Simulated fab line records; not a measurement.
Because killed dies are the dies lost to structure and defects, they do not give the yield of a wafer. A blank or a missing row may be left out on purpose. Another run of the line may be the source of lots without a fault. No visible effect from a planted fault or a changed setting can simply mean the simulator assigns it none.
Chamber matching + flow nand-harc + NHARC_P_M2_PRE_CLEAN_32 on pecvd-01 has 3 sister chambers
The step time 12 s. 6 wafers are shown with their chamber, then 8 later ones without.

## WAFERS WITH THEIR CHAMBER
| wafer  | chamber | heater-power-w (W) | heater-power-outer-w (W) |
|--------|---------|--------------------|--------------------------|
| L085.1 | 2       | 672                | 370                      |
| L085.2 | 1       | 597                | 367                      |
| L089.1 | 2       | 674                | 364                      |
| L089.2 | 1       | 647                | 423                      |
| L089.3 | 0       | 621                | 340                      |
| L088.2 | 0       | 701                | 432                      |

## WAFERS WITHOUT THEIR CHAMBER
| wafer  | heater-power-w (W) | heater-power-outer-w (W) |
|--------|--------------------|--------------------------|
| L088.3 | 696                | 384                      |
| L088.5 | 698                | 373                      |
| L090.3 | 702                | 393                      |
| L090.5 | 632                | 355                      |
| L090.6 | 709                | 387                      |
| L094.1 | 564                | 372                      |
| L094.3 | 757                | 463                      |
| L094.4 | 649                | 349                      |

## THE CHAMBER EACH PASSED THROUGH
| wafer  | from the rows above          | in truth |
|--------|------------------------------|----------|
| L088.3 | can't be placed: 2 or 0 or 1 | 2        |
| L088.5 | can't be placed: 2 or 0 or 1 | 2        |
| L090.3 | can't be placed: 2 or 0 or 1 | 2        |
| L090.5 | can't be placed: 1 or 0 or 2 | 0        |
| L090.6 | can't be placed: 2 or 0 or 1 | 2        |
| L094.1 | can't be placed: 1 or 0 or 2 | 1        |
| L094.3 | can't be placed: 0 or 2 or 1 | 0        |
| L094.4 | can't be placed: 2 or 0 or 1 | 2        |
Correctly placed: 0 of 8. Cannot be placed on the basis of these rows: 8; the candidates contain the true chamber in 8. 0 placed wrongly.
How it was worked out, from the rows above alone: a wafer's distance from a chamber is the root of the sum, over the readings, of the square of ((its reading less the chamber's mean) divided by the reading's scatter). If the next closest chamber is less than 2 further off than the closest, the wafer can't be placed; otherwise it belongs to the closest. Each chamber's mean is taken over the wafers shown for it. The scatter: take each reading less its chamber's mean, square it, sum over the shown wafers, divide by the number of wafers less the number of chambers, and take the root.
